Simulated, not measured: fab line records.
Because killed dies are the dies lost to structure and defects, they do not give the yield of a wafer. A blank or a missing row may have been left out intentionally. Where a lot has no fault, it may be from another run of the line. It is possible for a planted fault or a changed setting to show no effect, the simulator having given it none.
fab line records	flow n5_finfet
[record] lots = 7	wafers = 21
route steps=1938 shown SD_EPI_N@268 SDB@360 HKMG_FIN@390 GATE_CUT@511 MOL_CONTACT_COAG@567 BEOL_M0_SAQP@671
start_h: the number of hours between the record's first day and the start of the first shown wafer of the lot	wait_h: time in hours since the lot's previous step	" identical to the entry in the row above	L1.1+2: a row that stands for several wafers	- either no value or no given start	* or withheld: withheld	< > ~ a bound
route shown NAME@n: a module of which the file shows steps, and the number in the route of the first	usual: the fault-free wafers' mean and standard deviation	same: alike in all rows	chamber/n: place in a boat	sites: the reading at each site	_std_site: how widely they spread, as a standard deviation	_edge_site: the outer-site mean with the inner-site mean subtracted	radius_mm: for every site, how far away it sits from the centre of the wafer	mask NAME#n: copy n	behind: the tool/chamber that last shaped the wafer	hold: why the lot went on hold/how many hours it stayed there/how the hold came to an end	device: the transistor (n, p or np) that didn't switch	end of line: the same wafers' tests at the end of the route	a step given without rows: its recipe and nothing more	killed: dies lost to structure and defects at the first sort, not the wafer's yield	map: per-die view of a wafer (x killed, . not killed, _ where there is no die)
set.NAME: setting as actually run; set.NAME@STEP: the setting as run at that earlier step	model.NAME: the simulator's own value behind a step, which no gauge read
lots run with intentionally changed settings; tables by step, rows by wafer
[[steps]]
[step N5_SD_EPI_N_PEB_07]
[recipe] peb_temp_c = 110	peb_time_s = 60	resist = CAR-ArF-block
lot.wafer	tool	chamber	start_h	wait_h	set.peb_temp_c
L075.1+2+5	litho_track-01	0	54.65	0.1	110
L082.1+2+4	litho_track-01	0	97.26	0.1	110
L087.3+6	litho_track-05	0	127.06	0.0	110
L087.5	"	0	"	"	107.8
L090.4+5+6	litho_track-05	0	146.16	0.0	110
L091.3+5	litho_track-05	0	149.56	0.0	113.6
L091.4	"	0	"	"	110
L092.1	litho_track-02	0	155.80	0.1	111.2
L092.4+5	"	0	"	"	110
L097.3+4	litho_track-05	0	191.29	0.0	110
L097.5	"	0	"	"	107.5
[step N5_SD_EPI_N_DEVELOP_08]
[recipe] develop_time_s = 30	developer = TMAH	resist = CAR-ArF-block	dev_temp_c = 23	rinse_liquid = diw	dry = air_spin
[step N5_SD_EPI_N_CD_MEAS_09]
[recipe] target_cd_nm = 120	landing_energy_ev = 500	detector = se_inlens
[usual] cd_nm = 120.4/0.91
lot.wafer	tool	chamber	start_h	wait_h	set.dose_mj@SD_EPI_N_EXPOSE_06	set.peb_temp_c@SD_EPI_N_PEB_07	cd_nm
L075.1	cd_sem-01	0	54.72	-	37.26	110	114.6
L075.2	"	0	"	"	37.26	110	114.4
L075.5	"	0	"	"	39.75	110	119.5
L082.1	cd_sem-01	0	97.33	-	39.75	110	119.0
L082.2	"	0	"	"	39.75	110	119.2
L082.4	"	0	"	"	39.75	110	119.9
L087.3	cd_sem-03	0	127.13	-	39.75	110	120.4
L087.5	"	0	"	"	39.75	107.8	114.3
L087.6	"	0	"	"	40.89	110	122.1
L090.4	cd_sem-02	0	146.23	-	38.21	110	118.1
L090.5	"	0	"	"	39.75	110	120.7
L090.6	"	0	"	"	39.75	110	120.3
L091.3	cd_sem-01	0	149.63	-	39.75	113.6	128.9
L091.4	"	0	"	"	39.75	110	122.2
L091.5	"	0	"	"	39.75	113.6	130.2
L092.1	cd_sem-02	0	155.87	-	39.75	111.2	123.0
L092.4	"	0	"	"	37.73	110	117.6
L092.5	"	0	"	"	39.75	110	119.1
L097.3	cd_sem-01	0	191.36	-	37.46	110	116.6
L097.4	"	0	"	"	39.75	110	120.8
L097.5	"	0	"	"	37.46	107.5	112.0
[step N5_SD_EPI_N_DESCUM_14]
[recipe] chemistry = O2	time_s = 7.9	source_power_w = 50	bias_power_w = 20	pressure_mtorr = 20	rf_frequency_hz = 2.712e+07	temp_c = 40	resist = CAR-ArF-block	o2_flow_sccm = 225
lot.wafer	tool	chamber	start_h	wait_h	set.dose_mj@SD_EPI_N_EXPOSE_06	set.peb_temp_c@SD_EPI_N_PEB_07	model.SD_EPI_N.cd_nm
L075.1	rie_diel-04	3	54.81	0.0	37.26	110	115.2
L075.2	"	2	"	"	37.26	110	114.6
L075.5	"	2	"	"	39.75	110	119.8
L082.1	rie_diel-04	0	97.46	0.1	39.75	110	119
L082.2	"	1	"	"	39.75	110	119.2
L082.4	"	0	"	"	39.75	110	120
L087.3	rie_diel-04	0	127.21	0.0	39.75	110	120.6
L087.5	"	2	"	"	39.75	107.8	114.6
L087.6	"	3	"	"	40.89	110	122.2
L090.4	rie_diel-01	1	146.47	0.2	38.21	110	118
L090.5+6	"	3,2	"	"	39.75	110	120.4
L091.3	rie_diel-05	0	149.72	0.0	39.75	113.6	128.8
L091.4	"	2	"	"	39.75	110	121.8
L091.5	"	0	"	"	39.75	113.6	129.6
L092.1	rie_diel-01	2	156.14	0.2	39.75	111.2	123
L092.4	"	0	"	"	37.73	110	117.4
L092.5	"	2	"	"	39.75	110	118.8
L097.3	rie_diel-01	0	191.48	0.1	37.46	110	116.8
L097.4	"	1	"	"	39.75	110	120.8
L097.5	"	0	"	"	37.46	107.5	111.8
[step N5_SD_EPI_N_ETCH_34]
[recipe] chemistry = CF4	target = SiARC	target_depth_a = 455	mask_material = CAR-ArF-block	time_s = 75.8	ion_energy_ev = 80	pressure_mtorr = 40	source_w = 545	bias_w = 36	Ar_flow_sccm = 100	cf4_flow_sccm = 100	ends = cleared
lot.wafer	tool	chamber	start_h	wait_h	set.dose_mj@SD_EPI_N_EXPOSE_06	set.peb_temp_c@SD_EPI_N_PEB_07	model.SD_EPI_N.cd_nm
L075.1	rie_diel-04	3	54.84	0.0	37.26	110	115.6
L075.2	"	2	"	"	37.26	110	114.4
L075.5	"	2	"	"	39.75	110	119.6
L082.1	rie_diel-04	0	97.49	0.0	39.75	110	119
L082.2	"	1	"	"	39.75	110	119.4
L082.4	"	0	"	"	39.75	110	119.8
L087.3	rie_diel-04	0	127.25	0.0	39.75	110	120.6
L087.5	"	2	"	"	39.75	107.8	114.6
L087.6	"	3	"	"	40.89	110	122.2
L090.4	rie_diel-01	1	146.51	0.0	38.21	110	117.6
L090.5	"	3	"	"	39.75	110	120
L090.6	"	2	"	"	39.75	110	120.2
L091.3	rie_diel-05	0	149.75	0.0	39.75	113.6	128.6
L091.4	"	2	"	"	39.75	110	121.8
L091.5	"	0	"	"	39.75	113.6	129.6
L092.1	rie_diel-01	2	156.18	0.0	39.75	111.2	122.8
L092.4	"	0	"	"	37.73	110	117.2
L092.5	"	2	"	"	39.75	110	118.4
L097.3	rie_diel-01	0	191.52	0.0	37.46	110	116.4
L097.4	"	1	"	"	39.75	110	120.2
L097.5	"	0	"	"	37.46	107.5	111.4
[step N5_SDB_ETCH_17]
[recipe] chemistry = CF4	target = SiARC	target_depth_a = 234	mask_material = CAR-ArF	time_s = 39	ion_energy_ev = 80	pressure_mtorr = 40	source_w = 545	bias_w = 36	Ar_flow_sccm = 100	cf4_flow_sccm = 100	ends = cleared
[usual] rf_vpp_V = 183.9/1
lot.wafer	tool	chamber	start_h	wait_h	set.bias_w	rf_vpp_V
L075.1	rie_diel-04	2	71.98	0.0	36	184.9
L075.2	"	0	"	"	33.15	174.5
L075.5	"	2	"	"	36	183.6
L082.1	rie_diel-04	0	113.64	0.0	36	182.4
L082.2	"	3	"	"	36	184.0
L082.4	"	0	"	"	36	182.0
L087.3	rie_diel-01	1	143.89	0.0	31.1	168.9
L087.5	"	2	"	"	31.1	168.1
L087.6	"	1	"	"	36	182.5
L090.4	rie_diel-01	2	164.00	0.0	36	185.3
L090.5	"	1	"	"	36	184.1
L090.6	"	0	"	"	36	185.0
L091.3	rie_diel-05	0	165.73	0.0	36	183.5
L091.4	"	1	"	"	40.58	199.1
L091.5	"	1	"	"	40.58	197.5
L092.1	rie_diel-01	0	172.77	0.0	30.73	165.4
L092.4	"	2	"	"	30.73	166.8
L092.5	"	0	"	"	36	184.8
L097.3	rie_diel-01	0	208.02	0.0	36	184.9
L097.4	"	2	"	"	41.19	202.1
L097.5	"	2	"	"	36	184.3
[step N5_HKMG_FIN_COAT_41]
[recipe] resist = SOC	temp_c = 250	time_s = 60	spin_rpm = 1500	resist_thk_nm = 300
lot.wafer	tool	chamber	start_h	wait_h	set.spin_rpm	model.SOC_of_HKMG_FIN_COAT_41.thk_nm
L075.1	litho_track-02	0	77.01	-	1500	301.6
L075.2	"	0	"	"	1500	300.4
L075.5	"	0	"	"	1651	287.6
L082.1	litho_track-02	0	118.62	-	1500	299.2
L082.2+4	"	0	"	"	1500	299.6
L087.3	litho_track-01	0	149.14	-	1597	290.4
L087.5	"	0	"	"	1597	289.6
L087.6	"	0	"	"	1597	290
L090.4	litho_track-01	0	169.22	-	1500	299.8
L090.5	"	0	"	"	1500	300.4
L090.6	"	0	"	"	1500	300.6
L091.3	litho_track-02	0	171.59	-	1500	299.2
L091.4	"	0	"	"	1500	299.6
L091.5	"	0	"	"	1500	298.2
L092.1	litho_track-02	0	177.75	-	1500	298.8
L092.4	"	0	"	"	1500	298.2
L092.5	"	0	"	"	1500	299.2
L097.3	litho_track-02	0	213.49	-	1379	314
L097.4	"	0	"	"	1500	300.4
L097.5	"	0	"	"	1379	313.8
[step N5_HKMG_FIN_ETCH_67]
[recipe] chemistry = N2/H2	target = SOC	target_depth_a = 3889	stop_on = TiN	ion_energy_ev = 100	bias_w = 61	pressure_mtorr = 30	source_w = 850	n2_flow_sccm = 200	h2_flow_sccm = 200
lot.wafer	tool	chamber	start_h	wait_h	set.target_depth_a	model.SOC_of_HKMG_FIN_COAT_66.thk_nm
L075.1	rie_diel-01	3	83.33	-	3889	18.2
L075.2	"	0	"	"	3629	33.6
L075.5	"	0	"	"	3889	11.4
L082.1+4	rie_diel-01	3,0	125.17	-	3889	18.2
L082.2	"	1	"	"	3889	24.8
L087.3+5	rie_diel-01	1	155.55	-	4133	8.2
L087.6	"	2	"	"	3889	12.8
L090.4	rie_diel-01	2	175.44	-	3889	14
L090.5	"	0	"	"	3889	14.4
L090.6	"	3	"	"	3712	30
L091.3	rie_diel-04	3	177.86	-	4200	8.2
L091.4	"	2	"	"	3889	14.2
L091.5	"	1	"	"	3889	20.2
L092.1	rie_diel-01	3	184.13	-	3460	50.2
L092.4	"	1	"	"	3889	25
L092.5	"	3	"	"	3889	18.2
L097.3+4	rie_diel-04	2,3	220.26	-	4246	8.2
L097.5	"	1	"	"	3889	16.6
[step N5_GATE_CUT_CMP_23]
[recipe] stop_on = SiO2	t_overpolish_s = 23.4	post_cmp_clean = alkaline_brush	down_force_psi = 2.5	platen_rpm = 51.8	pad_velocity_m_s = 1.0307	target_thk_nm = 16
lot.wafer	tool	chamber	start_h	wait_h	set.down_force_psi	model.SiNx_of_GATE_CUT_ALD_22.thk_nm
L075.2	cmp-03	2	92.72	0.8	2.792	15.6
L075.1	"	3	"	"	2.5	16
L075.5	"	0	"	"	2.792	15.8
L082.1+4+2	cmp-01	3,0,2	133.49	0.8	2.5	16
L087.3	cmp-03	0	164.64	0.9	2.5	16
L087.5+6	"	1,2	"	"	3.062	15.6
L090.4	cmp-01	2	183.70	0.8	3.054	15.6
L090.5+6	"	1,2	"	"	2.5	16
L091.3+5	cmp-02	0,3	186.03	0.8	2.5	16.2
L091.4	"	1	"	"	2.5	16
L092.4+1	cmp-03	1,3	193.18	0.8	2.96	15.6
L092.5	"	0	"	"	2.96	15.8
L097.4+3+5	cmp-03	1,2,0	228.55	0.8	2.5	16
[step N5_MOL_CONTACT_COAG_COAT_78]
[recipe] resist = CAR-EUV	spin_rpm = 1500	resist_thk_nm = 40
lot.wafer	tool	chamber	start_h	wait_h	set.spin_rpm	model.CAR-EUV_of_MOL_CONTACT_COAG_COAT_78.thk_nm
L075.1+2+5	litho_track-02	0	-	-	1500	40
L082.1+2	litho_track-05	0	-	-	1500	40
L082.4	"	0	"	"	1500	40.2
L087.3+6	litho_track-02	0	-	-	1500	40
L087.5	"	0	"	"	1500	39.8
L090.4	litho_track-02	0	-	-	1500	39.8
L090.5+6	"	0	"	"	1357	42
L091.3	litho_track-02	0	-	-	1500	40
L091.4+5	"	0	"	"	1500	39.8
L092.1	litho_track-05	0	-	-	1500	40
L092.4+5	"	0	"	"	1500	40.2
L097.3	litho_track-01	0	-	-	1616	38.2
L097.4	"	0	"	"	1500	39.8
L097.5	"	0	"	"	1616	38.4
[step N5_MOL_CONTACT_COAG_EXPOSE_81]
[recipe] mask_id = VG	na = 0.33	source_shape = annular	sigma_inner = 0.3	sigma_outer = 0.7	polarization = unpolarized	defocus_nm = 0	dose_mj = 59.5
lot.wafer	tool	chamber	start_h	wait_h	mask	set.dose_mj
L075.1+2+5	euv_scanner-02	0	103.45	-	VG#0	59.5
L082.1+2+4	euv_scanner-01	0	145.29	-	VG#0	59.5
L087.3+6	euv_scanner-01	0	175.54	-	VG#0	55.69
L087.5	"	0	"	"	VG#0	59.5
L090.4+5+6	euv_scanner-02	0	193.61	-	VG#0	59.5
L091.3+5	euv_scanner-02	0	196.77	-	VG#0	59.5
L091.4	"	0	"	"	VG#0	61.07
L092.1	euv_scanner-02	0	204.10	-	VG#0	59.5
L092.4+5	"	0	"	"	VG#0	57.97
L097.3+4+5	euv_scanner-01	0	238.74	-	VG#0	59.5
[step N5_MOL_CONTACT_COAG_PEB_82]
[recipe] peb_temp_c = 100	peb_time_s = 60	resist = CAR-EUV
[step N5_MOL_CONTACT_COAG_DEVELOP_83]
[recipe] develop_time_s = 30	developer = TMAH	resist = CAR-EUV	rinse_liquid = surfactant_rinse	dry = air_spin	dev_temp_c = 23
lot.wafer	tool	chamber	start_h	wait_h	set.spin_rpm@MOL_CONTACT_COAG_COAT_78	model.CAR-EUV_of_MOL_CONTACT_COAG_COAT_78.thk_nm
L075.1+5	litho_track-02	0	-	-	1500	39.4
L075.2	"	0	"	"	1500	39.6
L082.1+2	litho_track-05	0	-	-	1500	39.6
L082.4	"	0	"	"	1500	39.8
L087.3+6	litho_track-02	0	-	-	1500	39.6
L087.5	"	0	"	"	1500	39.4
L090.4	litho_track-02	0	-	-	1500	39.4
L090.5	"	0	"	"	1357	41.6
L090.6	"	0	"	"	1357	41.4
L091.3	litho_track-05	0	-	-	1500	39.6
L091.4	"	0	"	"	1500	39.4
L091.5	"	0	"	"	1500	39.2
L092.1+4+5	litho_track-05	0	-	-	1500	39.6
L097.3	litho_track-05	0	-	-	1616	37.8
L097.4	"	0	"	"	1500	39.4
L097.5	"	0	"	"	1616	38
[step N5_MOL_CONTACT_COAG_DESCUM_88]
[recipe] chemistry = O2	time_s = 7	source_power_w = 50	bias_power_w = 20	pressure_mtorr = 20	rf_frequency_hz = 2.712e+07	temp_c = 40	resist = CAR-EUV	o2_flow_sccm = 225
lot.wafer	tool	chamber	start_h	wait_h	set.spin_rpm@MOL_CONTACT_COAG_COAT_78	model.CAR-EUV_of_MOL_CONTACT_COAG_COAT_78.thk_nm
L075.1+2+5	rie_diel-04	0,1,2	103.72	0.0	1500	36
L082.1	rie_diel-01	1	145.85	0.3	1500	36
L082.2	"	0	"	"	1500	36.2
L082.4	"	3	"	"	1500	36.4
L087.3+6	rie_diel-01	1,0	175.79	0.0	1500	36.2
L087.5	"	3	"	"	1500	36
L090.4	rie_diel-04	3	193.85	0.0	1500	36
L090.5+6	"	2,1	"	"	1357	38
L091.3+4	rie_diel-05	0,1	197.04	0.0	1500	36
L091.5	"	2	"	"	1500	35.8
L092.1	rie_diel-05	2	204.37	0.0	1500	36
L092.4+5	"	3	"	"	1500	36.2
L097.3	rie_diel-04	0	238.99	0.0	1616	34.4
L097.4	"	2	"	"	1500	36
L097.5	"	0	"	"	1616	34.6
[step N5_BEOL_M0_SAQP_COAT_105]
[recipe] resist = SOC	temp_c = 250	time_s = 60	spin_rpm = 1500	resist_thk_nm = 100
lot.wafer	tool	chamber	start_h	wait_h	set.spin_rpm	model.SOC_of_BEOL_M0_SAQP_COAT_105.thk_nm
L075.1	litho_track-02	0	117.46	0.3	1500	100.2
L075.2	"	0	"	"	1500	100
L075.5	"	0	"	"	1642	95.6
L082.1	litho_track-02	0	156.11	0.3	1500	99.6
L082.2+4	"	0	"	"	1500	99.4
L087.3	litho_track-03	0	186.44	0.2	1500	100
L087.5	"	0	"	"	1604	97
L087.6	"	0	"	"	1500	100.2
L090.4	litho_track-03	0	204.46	0.2	1618	96
L090.5	"	0	"	"	1618	96.2
L090.6	"	0	"	"	1500	99.8
L091.3	litho_track-02	0	208.45	0.2	1605	96.2
L091.4	"	0	"	"	1605	96.4
L091.5	"	0	"	"	1500	100.2
L092.1	litho_track-03	0	214.78	0.3	1400	103
L092.4	"	0	"	"	1500	99.6
L092.5	"	0	"	"	1400	103.2
L097.3+5	litho_track-04	0	248.94	0.2	1500	99.8
L097.4	"	0	"	"	1500	100
[step N5_BEOL_M0_SAQP_COAT_69]
[recipe] resist = SOC	temp_c = 250	time_s = 60	spin_rpm = 1500	resist_thk_nm = 90
lot.wafer	tool	chamber	start_h	wait_h	set.spin_rpm	model.SOC_of_BEOL_M0_SAQP_COAT_69.thk_nm
L075.1	litho_track-03	0	118.67	0.0	1585	87.4
L075.2+5	"	0	"	"	1500	90.2
L082.1	litho_track-04	0	157.27	0.0	1500	90
L082.2+4	"	0	"	"	1500	90.2
L087.3	litho_track-04	0	189.02	0.0	1336	96.2
L087.5+6	"	0	"	"	1336	95.8
L090.4+6	litho_track-03	0	205.74	0.0	1500	90.2
L090.5	"	0	"	"	1500	90
L091.3	litho_track-03	0	209.85	0.0	1500	90.2
L091.4+5	"	0	"	"	1500	90
L092.1+5	litho_track-02	0	216.01	0.0	1500	90
L092.4	"	0	"	"	1500	89.8
L097.3	litho_track-04	0	250.09	0.0	1353	94.8
L097.4	"	0	"	"	1500	89.8
L097.5	"	0	"	"	1353	94.6
[step N5_BEOL_M0_SAQP_COAT_72]
[recipe] resist = SiARC	temp_c = 220	time_s = 60	spin_rpm = 1500	resist_thk_nm = 15
[step N5_BEOL_M0_SAQP_COAT_87]
[recipe] resist = underlayer	temp_c = 205	time_s = 60	spin_rpm = 1500	resist_thk_nm = 5
[step N5_BEOL_M0_SAQP_STRIP_89]
[recipe] chemistry = N2/H2	temp_c = 40	n2_flow_sccm = 200	h2_flow_sccm = 200	rf_frequency_hz = 6e+07
[step N5_BEOL_M0_SAQP_ALD_48]
[recipe] material = SiO2	target_thk_a = 200	temp_c = 100	ald_precursor_family = BDEAS	ald_co_reactant = O2-plasma	pulse_time_s = 1	co_reactant_pulse_time_s = 1	purge_time_s = 2	co_reactant_purge_time_s = 2	ald_cycles = 139	pressure_torr = 2
[step N5_BEOL_M0_SAQP_ETCH_49]
[recipe] chemistry = CF4/O2	target_depth_a = 370	target = SiO2	pressure_mtorr = 40	source_w = 535	bias_w = 49	Ar_flow_sccm = 100	cf4_flow_sccm = 100	O2_flow_sccm = 10	ion_energy_ev = 100
lot.wafer	tool	chamber	start_h	wait_h	set.spin_rpm@BEOL_M0_SAQP_COAT_69	model.SOC_of_BEOL_M0_SAQP_COAT_69.thk_nm
L075.1	rie_diel-02	2	120.26	0.3	1585	67.6
L075.2	"	3	"	"	1500	71.2
L075.5	"	2	"	"	1500	70.4
L082.1	rie_diel-06	2	158.62	0.3	1500	70.8
L082.2	"	0	"	"	1500	71
L082.4	"	1	"	"	1500	70.6
L087.3	rie_diel-02	1	190.39	0.3	1336	76.6
L087.5	"	2	"	"	1336	76.4
L087.6	"	3	"	"	1336	76
L090.4+5	rie_diel-06	2	207.05	0.4	1500	70.8
L090.6	"	3	"	"	1500	70.4
L091.3	rie_diel-02	3	211.17	0.3	1500	70.4
L091.4	"	0	"	"	1500	70.8
L091.5	"	2	"	"	1500	70.6
L092.1	rie_diel-02	0	217.70	0.3	1500	71.2
L092.4	"	1	"	"	1500	70.8
L092.5	"	3	"	"	1500	70.6
L097.3	rie_diel-02	0	251.32	0.3	1353	75.6
L097.4	"	0	"	"	1500	70.4
L097.5	"	2	"	"	1353	75.4
[[key]]
[split] step = N5_SD_EPI_N_PEB_07	setting = peb_temp_c	stated = 110	by = wafer
[response] step = N5_SD_EPI_N_CD_MEAS_09	reading = cd_nm	change = +2.76	per = 1%	r = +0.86
[response] step = N5_SD_EPI_N_DESCUM_14	reading = model.SD_EPI_N.cd_nm	change = +2.8	per = 1%	r = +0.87
[response] step = N5_SD_EPI_N_ETCH_34	reading = model.SD_EPI_N.cd_nm	slope = +2.42	per = 1%	together_with = dose_mj@SD_EPI_N_EXPOSE_06	explained = 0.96
[split] step = N5_SDB_ETCH_17	setting = bias_w	stated = 36	by = wafer
[response] step = N5_SDB_ETCH_17	reading = rf_vpp_V	change = +1.18	per = 1%	r = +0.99
[split] step = N5_HKMG_FIN_COAT_41	setting = spin_rpm	stated = 1500	by = wafer
[response] step = N5_HKMG_FIN_COAT_41	reading = model.SOC_of_HKMG_FIN_COAT_41.thk_nm	change = -1.47	per = 1%	r = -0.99
[split] step = N5_HKMG_FIN_ETCH_67	setting = target_depth_a	stated = 3889	by = wafer
[response] step = N5_HKMG_FIN_ETCH_67	reading = model.SOC_of_HKMG_FIN_COAT_66.thk_nm	change = -1.84	per = 1%	r = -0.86
[split] step = N5_GATE_CUT_CMP_23	setting = down_force_psi	stated = 2.5	by = wafer
[response] step = N5_GATE_CUT_CMP_23	reading = model.SiNx_of_GATE_CUT_ALD_22.thk_nm	change = -0.0189	per = 1%	r = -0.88
[split] step = N5_MOL_CONTACT_COAG_COAT_78	setting = spin_rpm	stated = 1500	by = wafer
[response] step = N5_MOL_CONTACT_COAG_COAT_78	reading = model.CAR-EUV_of_MOL_CONTACT_COAG_COAT_78.thk_nm	change = -0.216	per = 1%	r = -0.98
[response] step = N5_MOL_CONTACT_COAG_DEVELOP_83	reading = model.CAR-EUV_of_MOL_CONTACT_COAG_COAT_78.thk_nm	change = -0.21	per = 1%	r = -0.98
[response] step = N5_MOL_CONTACT_COAG_DESCUM_88	reading = model.CAR-EUV_of_MOL_CONTACT_COAG_COAT_78.thk_nm	change = -0.204	per = 1%	r = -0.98
[split] step = N5_MOL_CONTACT_COAG_EXPOSE_81	setting = dose_mj	stated = 59.5	by = wafer
response none clear
[split] step = N5_BEOL_M0_SAQP_COAT_105	setting = spin_rpm	stated = 1500	by = wafer
[response] step = N5_BEOL_M0_SAQP_COAT_105	reading = model.SOC_of_BEOL_M0_SAQP_COAT_105.thk_nm	change = -0.491	per = 1%	r = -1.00
[split] step = N5_BEOL_M0_SAQP_COAT_69	setting = spin_rpm	stated = 1500	by = wafer
[response] step = N5_BEOL_M0_SAQP_COAT_69	reading = model.SOC_of_BEOL_M0_SAQP_COAT_69.thk_nm	change = -0.499	per = 1%	r = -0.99
[response] step = N5_BEOL_M0_SAQP_ETCH_49	reading = model.SOC_of_BEOL_M0_SAQP_COAT_69.thk_nm	change = -0.532	per = 1%	r = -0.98
split outside_this_file step=N5_SD_EPI_N_EXPOSE_06 setting=dose_mj
// split outside_this_file: this setting was split too, and the file shows its column; the key of that split is in another file
